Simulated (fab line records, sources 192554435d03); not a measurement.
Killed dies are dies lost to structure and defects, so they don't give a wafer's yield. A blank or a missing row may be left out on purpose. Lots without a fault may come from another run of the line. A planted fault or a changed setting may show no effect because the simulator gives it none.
Split-lot experiment | flow n5_finfet | 7 lots, 21 wafers read, on a route of 1938 steps

THE SPLIT
At N5_SD_EPI_N_EXPOSE_06 (exposes mask SD N BLK, target cd 120 nm), the setting dose_mj was moved away from the recipe's 39.75 on 6 of the 21 wafers read, by -7.3% to +2.7%. The other wafers ran this setting at the recipe's value.

FROM THE SPLIT TO THE READING: what the file shows between them, 1 step
- N5_SD_EPI_N_DEVELOP_08: develop time 30 s (also split here: develop_time_s)

THE READING
cd_nm, in nm, at N5_SD_EPI_N_CD_MEAS_09 (target cd 120 nm). Fault-free wafers of this fab line usually give 120.1 nm, standard deviation 0.63 nm.

wafer  | tool, chamber at the split | dose_mj as run | against the recipe | cd_nm, nm | against lot-mates on the recipe
L077.4 | arfi_scanner-01, 0         | 39.75          | recipe             | 119.0     | -
L077.5 | arfi_scanner-01, 0         | 39.75          | recipe             | 120.8     | -
L077.6 | arfi_scanner-01, 0         | 39.75          | recipe             | 118.8     | -
L082.2 | arfi_scanner-03, 0         | 39.75          | recipe             | 119.9     | -
L082.5 | arfi_scanner-03, 0         | 39.75          | recipe             | 119.4     | -
L082.6 | arfi_scanner-03, 0         | 39.75          | recipe             | 119.0     | -
L085.3 | arfi_scanner-02, 0         | 37.24          | -6.3%              | 115.9     | -5.3
L085.4 | arfi_scanner-02, 0         | 39.75          | recipe             | 121.2     | -
L085.5 | arfi_scanner-02, 0         | 37.24          | -6.3%              | 117.0     | -4.2
L087.3 | arfi_scanner-01, 0         | 39.75          | recipe             | 119.8     | -
L087.4 | arfi_scanner-01, 0         | 39.75          | recipe             | 119.4     | -
L087.6 | arfi_scanner-01, 0         | 36.84          | -7.3%              | 113.5     | -6.1
L091.1 | arfi_scanner-03, 0         | 39.75          | recipe             | 119.9     | -
L091.2 | arfi_scanner-03, 0         | 40.84          | +2.7%              | 121.3     | +1.4
L091.3 | arfi_scanner-03, 0         | 40.84          | +2.7%              | 121.7     | +1.8
L092.1 | arfi_scanner-01, 0         | 40.82          | +2.7%              | 123.2     | +3.3
L092.3 | arfi_scanner-01, 0         | 39.75          | recipe             | 119.7     | -
L092.5 | arfi_scanner-01, 0         | 39.75          | recipe             | 120.1     | -
L095.1 | arfi_scanner-01, 0         | 39.75          | recipe             | 119.8     | -
L095.2 | arfi_scanner-01, 0         | 39.75          | recipe             | 119.8     | -
L095.5 | arfi_scanner-01, 0         | 39.75          | recipe             | 119.4     | -

THE FIT
A straight line over all 21 wafers: cd_nm changes by +0.69 nm for each +1% of dose_mj; r = +0.92; the points scatter about the line by 0.81 nm.
The same after taking each lot's own level away (the mean of its wafers on the recipe; 21 wafers): +0.786 nm for each +1%; r = +0.97; scatter 0.56 nm.
On that fit, the largest move of dose_mj shifts the reading by 5.8 nm.
The lots' own levels span 119.43 to 121.20 nm, that is 2.8 times the standard deviation above.
So the lot-to-lot level changes the slope: the two fits differ.
Check: with one of the wafers moved furthest among these (-7.3%) left out of the fit, the line predicts -5.56 nm for it against its lot-mates. It came out at -6.1 nm against them.

OTHER SPLITS ON THESE WAFERS
These wafers also went through other splits before the reading. Each is held against what the fit with the lots' levels taken away leaves over:
other split on the same wafers        | wafers away from the commonest value | r with cd_nm (lot level and that fit taken away)
N5_WELL_APT_COAT_19 spin_rpm          | 9                                    | +0.26
N5_WELL_APT_PEB_23 peb_temp_c         | 5                                    | +0.01
N5_FIN_SAQP_PECVD_06 time_s           | 9                                    | +0.22
N5_FIN_CUT_COAT_02 spin_rpm           | 9                                    | -0.38
N5_FIN_CUT_EXPOSE_05 dose_mj          | 3                                    | -0.17
N5_SD_EPI_N_DEVELOP_08 develop_time_s | 8                                    | +0.39

THE WHOLE CHAIN: every reading that the file lists as answering this split, in the file's order
step                   | what it does                                     | reading                                                         | change (the file's fit)               | r (the file's)
N5_SD_EPI_N_CD_MEAS_09 | target cd 120 nm                                 | cd_nm                                                           | +0.815 nm for each +1% of the setting | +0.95
N5_SD_EPI_N_DESCUM_14  | chemistry O2, time 7.9 s                         | SD_EPI_N.cd_nm (the simulator's own value, which no gauge read) | +0.83 nm for each +1% of the setting  | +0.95
N5_SD_EPI_N_ETCH_35    | etches SOC in N2/H2, overetch 108 nm, time 486 s | SD_EPI_N.cd_nm (the simulator's own value, which no gauge read) | +1.08 nm for each +1% of the setting  | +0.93

THE FILE'S OWN FIT
cd_nm changes by +0.815 nm for each +1% of dose_mj, r = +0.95.
